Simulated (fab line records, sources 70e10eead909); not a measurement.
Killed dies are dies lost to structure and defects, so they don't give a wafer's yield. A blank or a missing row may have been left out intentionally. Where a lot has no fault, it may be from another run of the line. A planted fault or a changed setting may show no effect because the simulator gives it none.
Comparing a struck lot with a sound one | flow nand harc | 37 out of 1302 route steps
Sound: wafers L959.1, L959.2, L959.4. Wafers struck: L969.2, L969.3, L969.6. The cause is given at the end.
At each step with rows: each side's tool, then ch and its chambers, then its first start. Under that, the readings that differ: sound wafers | struck wafers | difference of the means | sigmas: that difference in standard deviations of wafers without a fault.
alike: readings with means less than 2 such deviations apart, plus words and numbers identical on both sides. not compared: withheld readings, readings lacking a value on some wafer, bounds such as >300 that could conceal the same value, and numbers that have no deviation in the record and whose values overlap.
The two part at a step that has a row with sigmas, a row that says differs or no value, or rows on one side only. Numbers that have no deviation but don't overlap get no sigmas and don't part them. A reading missing from all wafers of one side parts the sides only when that side holds two or more wafers.

NHARC_A_STAIRCASE_STRIP_316: strips in O2.
  sound on rie diel-06 ch 0,1,2; struck on rie diel-13 ch 2,3
  reading                        | sound             | struck            | difference | sigmas
  chamber pressure mTorr (mTorr) | 59.95 59.88 59.97 | 60.06 60.09 60.00 | +0.12      | +2
  alike: drypump motor current A, oes product au, rf vpp V, showerhead plenum p Torr, throttle valve pct
  not compared: rf hours counter h
then, 3 steps without rows for these wafers: NHARC_A_STAIRCASE_STRIP_317 (strips in SPM, time 900 s); NHARC_A_STAIRCASE_PRECLEAN_318 (cleans in SC1); NHARC_A_STAIRCASE_SRD_329.
NHARC_A_STAIRCASE_ALD_415: deposits SiO2, target thk 30 nm, pulse time 6 s, ald cycles 300.
  sound on ald hk-01 ch 0,2,3, day 18 21:30; struck on ald hk-02 ch 1,2,3, day 24 03:43
  alike: heater power outer w, heater power w, precursor pulse height rel
  not compared: since wet clean h
then, 6 steps without rows for these wafers: NHARC_A_STAIRCASE_ETCHBACK_416 (etches the open film in C4F8/O2/Ar, target depth 36 nm, time 7.2 s); NHARC_A_STAIRCASE_STRIP_476 (strips in O2, time 20 s); NHARC_A_STAIRCASE_DEP_417 (deposits Si3N4, target thk 60 nm); NHARC_A_STAIRCASE_WET_418 (chemistry H3PO4, target depth 20 nm); NHARC_A_STAIRCASE_PRECLEAN_419 (cleans in SC1); NHARC_A_STAIRCASE_SRD_421.
NHARC_A_STAIRCASE_ALD_420: deposits SiO2, target thk 20 nm, pulse time 6 s, ald cycles 200.
  sound on ald hk-04 ch 1,2,3, day 19 02:17; struck on ald hk-02 ch 0,1,2, day 24 08:47
  alike: heater power outer w, heater power w, precursor pulse height rel
  not compared: since wet clean h
then, 3 steps without rows for these wafers: NHARC_A_STAIRCASE_CVD_552 (deposits SiNx, target thk 40 nm); NHARC_A_STAIRCASE_DEP_151 (deposits SiO2, target thk 7200 nm); NHARC_A_STAIRCASE_ANNEAL_320 (time 1800 s).
NHARC_A_STAIRCASE_DEP_322: deposits SiO2, target thk 7200 nm.
  sound on pecvd-02 ch 0,2, day 19 20:19; struck on pecvd-02 ch 1,2, day 25 00:47
  alike: heater power outer w, heater power w
  not compared: since wet clean h
then, 12 steps without rows for these wafers: NHARC_A_STAIRCASE_ANNEAL_323 (time 1800 s); NHARC_A_STAIRCASE_DEP_325 (deposits SiO2, target thk 7200 nm); NHARC_A_STAIRCASE_ANNEAL_326 (time 1800 s); NHARC_A_STAIRCASE_DEHYDRATE_433 (time 120 s); NHARC_A_STAIRCASE_HMDS_434 (time 30 s); NHARC_A_STAIRCASE_COAT_435; NHARC_A_STAIRCASE_SOFTBAKE_436 (time 170 s); NHARC_A_STAIRCASE_EBR_437; NHARC_A_STAIRCASE_EXPOSE_438 (exposes mask STAIR REV); NHARC_A_STAIRCASE_PEB_439 (peb time 130 s); NHARC_A_STAIRCASE_DEVELOP_440 (time 140 s); NHARC_A_STAIRCASE_HARDBAKE_442 (time 140 s).
NHARC_A_STAIRCASE_DESCUM_443: chemistry O2, time 3 s.
  sound on rie diel-09 ch 2,3, day 20 13:30; struck on rie diel-06 ch 0,2,3, day 25 18:31
  alike: chamber pressure mTorr, drypump motor current A, oes product au, rf vpp V, showerhead plenum p Torr, throttle valve pct
  not compared: rf hours counter h
then, 5 steps without rows for these wafers: NHARC_A_STAIRCASE_ETCH_444 (etches the open film in C4F8/O2, target depth 20400 nm, time 6800 s); NHARC_A_STAIRCASE_STRIP_446 (strips in O2); NHARC_A_STAIRCASE_STRIP_447 (strips in SPM, time 900 s); NHARC_A_STAIRCASE_PRECLEAN_448 (cleans in SC1); NHARC_A_STAIRCASE_SRD_449.
NHARC_A_STAIRCASE_CMP_450: polishes SiO2, target thk 200 nm.
  sound on cmp-03 ch 1,2,3, day 20 19:56; struck on cmp-02 ch 0,3, day 25 23:46
  alike: motor current A, slurry filter dp kPa, slurry flow ml min
then, 1 step without rows for these wafers: NHARC_A_STAIRCASE_CMP_152 (polishes).
-- jump in the record: it breaks off in module A_STAIRCASE and resumes in module END (first step shown: number 1302 of the route), and 5 days separate the struck wafers' starts before and after --
NHARC_END_SORT_01:
  only the struck wafers appear in the record here, on prober-01 ch 0 at day 31 11:25; the sound ones have no rows

== WHERE THEY PART ==
At NHARC_A_STAIRCASE_STRIP_316 first; at NHARC_END_SORT_01 last (within this record only).

WHY: what had been put in by the simulator
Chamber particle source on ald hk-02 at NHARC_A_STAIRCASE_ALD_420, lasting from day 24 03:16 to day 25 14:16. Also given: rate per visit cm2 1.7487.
